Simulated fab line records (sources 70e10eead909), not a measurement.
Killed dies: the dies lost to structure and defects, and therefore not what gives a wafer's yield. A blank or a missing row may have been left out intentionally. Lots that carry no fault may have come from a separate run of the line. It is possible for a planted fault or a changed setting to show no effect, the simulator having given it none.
Which of the tools did it? -- flow nand harc -- 13 lots with 39 wafers sampled at 6 steps, on a route of 1302 steps

## WHAT THE GAUGES READ, wafer by wafer
NHARC_A_M0_INSPECT_27.
lot,measured,on,raw defect count
L348,day 22 10:57,defect inspect-02,437 455 494
L349,day 23 06:34,defect inspect-02,389 271 363
L350,day 23 13:19,defect inspect-01,445 395 685
L351,day 24 03:47,defect inspect-01,397 325 382
L352,day 24 05:20,defect inspect-01,678 620 521
L354,day 25 01:43,defect inspect-02,433 402 517
L353,day 25 03:29,defect inspect-01,525 464 452
L361,day 29 00:05,defect inspect-01,598 453 761
L363,day 29 16:56,defect inspect-01,514 468 453
L365,day 30 05:13,defect inspect-01,426 578 456
L367,day 30 21:35,defect inspect-02,408 459 479
L369,day 31 09:42,defect inspect-02,544 402 527
L370,day 31 21:37,defect inspect-02,400 555 620

NHARC_A_M1_CD_MEAS_09 targets a cd of 120 nm.
lot,measured,on,cd nm (nm)
L348,day 22 12:13,cd sem-03,121.8 120.7 121.0
L349,day 23 07:58,cd sem-03,120.7 121.2 121.5
L350,day 23 14:43,cd sem-02,121.1 120.5 119.4
L351,day 24 05:02,cd sem-03,120.2 120.5 120.5
L352,day 24 06:44,cd sem-03,119.8 119.4 118.7
L354,day 25 03:07,cd sem-02,120.3 119.0 119.1
L353,day 25 04:53,cd sem-02,120.8 121.0 120.0
L361,day 29 01:37,cd sem-01,90.3 91.8 89.4
L363,day 29 18:11,cd sem-01,99.6 100.3 99.9
L365,day 30 06:37,cd sem-01,120.2 120.6 118.8
L367,day 30 22:59,cd sem-02,119.4 119.2 119.5
L369,day 31 11:06,cd sem-02,120.6 121.8 121.9
L370,day 31 23:01,cd sem-01,120.7 120.6 119.8

NHARC_END_SORT_01.
lot,measured,on,defect limited yield (%),killed at array,killed at other,killed at periphery,killed dies,killed open,killed short
L350,day 25 12:11,prober-01,94 89 90,37 69 61,2 0 1,2 4 3,41 73 65,4 1 4,3 2 3
L351,day 25 21:04,prober-02,92 94 92,50 33 45,1 4 2,3 2 4,54 39 51,4 3 1,2 3 2
L361,day 30 14:13,prober-02,1 2 1,667 659 672,0 0 1,2 2 0,669 661 673,1 5 2,3 2 7
L365,day 31 18:04,prober-01,85 84 81,98 106 123,0 0 0,2 1 4,100 107 127,2 2 4,4 2 1

## WHAT TOOL EACH LOT RAN ON (gives the tool, then ch and the chambers of the sampled wafers, and finally the start)
lot,NHARC_A_M0_ETCH_15,NHARC_A_M0_PVD_21,NHARC_A_M1_EXPOSE_06
L348,"rie diel-09 ch 1,2, day 22 10:57 or earlier","pvd sputter-02, day 22 10:57 or earlier","arfi scanner-02 ch 0, day 22 12:05"
L349,"rie diel-09 ch 0,2,3, day 23 06:34 or earlier","pvd sputter-01, day 23 06:34 or earlier","arfi scanner-03 ch 0, day 23 07:49"
L350,"rie diel-05 ch 0,2,3, day 23 13:19 or earlier","pvd sputter-02, day 23 13:19 or earlier","arfi scanner-02 ch 0, day 23 14:35"
L351,"rie diel-03 ch 0,1, day 24 03:47 or earlier","pvd sputter-02, day 24 03:47 or earlier","arfi scanner-02 ch 0, day 24 04:54"
L352,"rie diel-03 ch 0,2,3, day 24 05:20 or earlier","pvd sputter-01, day 24 05:20 or earlier","arfi scanner-01 ch 0, day 24 06:35"
L354,"rie diel-09 ch 1,2, day 25 01:43 or earlier","pvd sputter-01, day 25 01:43 or earlier","arfi scanner-03 ch 0, day 25 02:59"
L353,"rie diel-09 ch 1,2,3, day 25 03:29 or earlier","pvd sputter-01, day 25 03:29 or earlier","arfi scanner-02 ch 0, day 25 04:44"
L361,"rie diel-09 ch 0,1,3, day 29 00:05 or earlier","pvd sputter-03, day 29 00:05 or earlier","arfi scanner-01 ch 0, day 29 01:29"
L363,"rie diel-05 ch 0,1,2, day 29 16:56 or earlier","pvd sputter-03, day 29 16:56 or earlier","arfi scanner-01 ch 0, day 29 18:02"
L365,"rie diel-09 ch 0,1,2, day 30 05:13 or earlier","pvd sputter-03, day 30 05:13 or earlier","arfi scanner-03 ch 0, day 30 06:28"
L367,"rie diel-03 ch 0,2,3, day 30 21:35 or earlier","pvd sputter-01, day 30 21:35 or earlier","arfi scanner-03 ch 0, day 30 22:52"
L369,"rie diel-09 ch 0,1,3, day 31 09:42 or earlier","pvd sputter-03, day 31 09:42 or earlier","arfi scanner-02 ch 0, day 31 10:58"
L370,"rie diel-05 ch 0,2, day 31 21:37 or earlier","pvd sputter-02, day 31 21:37 or earlier","arfi scanner-02 ch 0, day 31 22:53"
- NHARC_A_M0_ETCH_15: etches the open film in C4F8/Ar, target depth 150 nm, overetch 15 nm, time 82.5 s.
- NHARC_A_M0_PVD_21: deposits Cu, target thk 30 nm, time 20.49 s.
- NHARC_A_M1_EXPOSE_06: exposes mask A M1, target cd 120 nm.

## WHAT THE TOOLS THEMSELVES READ (means of the sampled wafers that have a number; where no wafer has one, the mark that the record gives instead)
NHARC_A_M0_ETCH_15.
lot,tool,oes product au (a.u.),rf vpp V (V)
L348,rie diel-09,0.960,441.9
L349,rie diel-09,0.944,441.3
L350,rie diel-05,0.927,439.1
L351,rie diel-03,0.950,444.0
L352,rie diel-03,0.970,442.5
L354,rie diel-09,0.977,442.6
L353,rie diel-09,0.969,442.8
L361,rie diel-09,0.925,442.6
L363,rie diel-05,0.925,439.5
L365,rie diel-09,0.961,441.7
L367,rie diel-03,0.971,441.0
L369,rie diel-09,0.974,441.9
L370,rie diel-05,0.916,438.7

NHARC_A_M0_PVD_21.
lot,tool,throttle valve pct (%)
L348,pvd sputter-02,31.6
L349,pvd sputter-01,29.1
L350,pvd sputter-02,31.0
L351,pvd sputter-02,31.0
L352,pvd sputter-01,29.2
L354,pvd sputter-01,31.2
L353,pvd sputter-01,29.8
L361,pvd sputter-03,29.7
L363,pvd sputter-03,28.9
L365,pvd sputter-03,29.0
L367,pvd sputter-01,29.3
L369,pvd sputter-03,29.9
L370,pvd sputter-02,30.2

NHARC_A_M1_EXPOSE_06.
lot,tool,exposure dose mJ cm2
L348,arfi scanner-02,75.11
L349,arfi scanner-03,75.06
L350,arfi scanner-02,75.01
L351,arfi scanner-02,75.06
L352,arfi scanner-01,75.04
L354,arfi scanner-03,75.12
L353,arfi scanner-02,74.94
L361,arfi scanner-01,45.35
L363,arfi scanner-01,52.77
L365,arfi scanner-03,75.19
L367,arfi scanner-03,75.08
L369,arfi scanner-02,75.06
L370,arfi scanner-02,74.93

## THE ANSWER, worked out from the rows above alone
Rule: the usual values come from the lots themselves. The widest of any qualifying gaps counts: lots, ordered by their means at a reading, are off when they make up no more than a third of the lots, leave a main group of 4 or more, and stand apart from it by 3 or more times the standard deviation of that group's means. If all means in a main group match to the digits the tables above print for the reading, that group is not used. Also off: a lot with no number at a reading for which 4 or more lots have one. Where the step has rows for the other lots, those lots are counted as sound. After the gauges, taken in route order, come the tools' own readings; for these a lot's mean is taken, as printed above. The first step at which some lot is off is used, and at that step the reading that is off furthest; a lot without a number counts as furthest.
Off at NHARC_A_M1_CD_MEAS_09 (cd nm): L361, L363. The main group has a mean of 120.3 nm with a standard deviation of 0.71.
If a tool, at a process step before that reading, ran all the lots that are off and no sound lot after the first of them, it fits. Not tried: the gauges at NHARC_A_M1_CD_MEAS_09; whatever is off there is also off at NHARC_A_M1_EXPOSE_06, on other tools, and gauge error can't account for it. With no start given for some of its lots, NHARC_A_M0_ETCH_15 uses the hours and lot order of NHARC_A_M0_INSPECT_27. With no start given for some of its lots, NHARC_A_M0_PVD_21 uses the hours and lot order of NHARC_A_M0_INSPECT_27. One fits: arfi scanner-01 at NHARC_A_M1_EXPOSE_06. A fault onset in the window from L352 (day 24 06:35, its last sound lot) to L361 (day 29 01:29, its first lot off) fits.
On the lots that are off, the tool's own readings at NHARC_A_M1_EXPOSE_06 differ by more than 5 times the standard deviation of the sound lots' means, which bears it out; exposure dose mJ cm2 reads 49.06 there versus 75.05 on the sound lots.

## WHAT THE SIMULATOR HAD PUT IN
Drift in process parameters on arfi scanner-01 at NHARC_A_M1_EXPOSE_06, starting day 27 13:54. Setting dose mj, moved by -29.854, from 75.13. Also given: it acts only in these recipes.
Lots struck among those shown: L361, L363. The rule above reached the same finding.
